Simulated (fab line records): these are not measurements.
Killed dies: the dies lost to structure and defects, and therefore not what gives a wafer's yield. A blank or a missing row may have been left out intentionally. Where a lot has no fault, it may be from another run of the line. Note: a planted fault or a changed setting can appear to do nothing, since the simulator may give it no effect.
Chamber matching / flow n5_finfet / N5_BEOL_M13_TRENCH_ETCH_34 on rie_diel-03: 4 sister chambers
The step etches SiOC in C4F8/O2/Ar, target depth 413.47 nm, time 162.6 s. 4 wafers are shown with their chamber, then 12 later ones without.

EACH WAFER AND ITS CHAMBER
wafer=L088.3; chamber=3; showerhead_plenum_p_Torr (Torr)=3.45
wafer=L088.4; chamber=2; showerhead_plenum_p_Torr (Torr)=3.40
wafer=L092.1; chamber=0; showerhead_plenum_p_Torr (Torr)=3.27
wafer=L092.6; chamber=1; showerhead_plenum_p_Torr (Torr)=3.52

WAFERS WITH NO CHAMBER GIVEN
wafer=L094.1; showerhead_plenum_p_Torr (Torr)=3.39
wafer=L094.2; showerhead_plenum_p_Torr (Torr)=3.52
wafer=L094.6; showerhead_plenum_p_Torr (Torr)=3.39
wafer=L097.1; showerhead_plenum_p_Torr (Torr)=3.39
wafer=L097.2; showerhead_plenum_p_Torr (Torr)=3.44
wafer=L097.5; showerhead_plenum_p_Torr (Torr)=3.39
wafer=L093.1; showerhead_plenum_p_Torr (Torr)=3.39
wafer=L093.2; showerhead_plenum_p_Torr (Torr)=3.52
wafer=L093.3; showerhead_plenum_p_Torr (Torr)=3.44
wafer=L093.4; showerhead_plenum_p_Torr (Torr)=3.52
wafer=L093.5; showerhead_plenum_p_Torr (Torr)=3.44
wafer=L093.6; showerhead_plenum_p_Torr (Torr)=3.39

WHICH CHAMBER EACH WENT THROUGH
wafer=L094.1; from the rows above=2; in truth=2
wafer=L094.2; from the rows above=1; in truth=1
wafer=L094.6; from the rows above=2; in truth=2
wafer=L097.1; from the rows above=2; in truth=2
wafer=L097.2; from the rows above=3; in truth=3
wafer=L097.5; from the rows above=2; in truth=2
wafer=L093.1; from the rows above=2; in truth=2
wafer=L093.2; from the rows above=1; in truth=1
wafer=L093.3; from the rows above=3; in truth=3
wafer=L093.4; from the rows above=1; in truth=1
wafer=L093.5; from the rows above=3; in truth=3
wafer=L093.6; from the rows above=2; in truth=2
Placed correctly: 12 of 12. From these rows, 0 cannot be placed. Number placed wrongly: 0.
How it was worked out, from the rows above alone: a wafer's distance from a chamber is the root of the sum, over the readings, of the square of ((its reading less the chamber's mean) divided by the reading's scatter). The wafer belongs to the nearest chamber; if the next one is less than 2 further off, it can't be placed. The mean given for a chamber averages the wafers shown for that chamber. The scatter: with one shown wafer a chamber, the root of the mean of the squares of how far each hidden wafer lies from its nearest shown one.
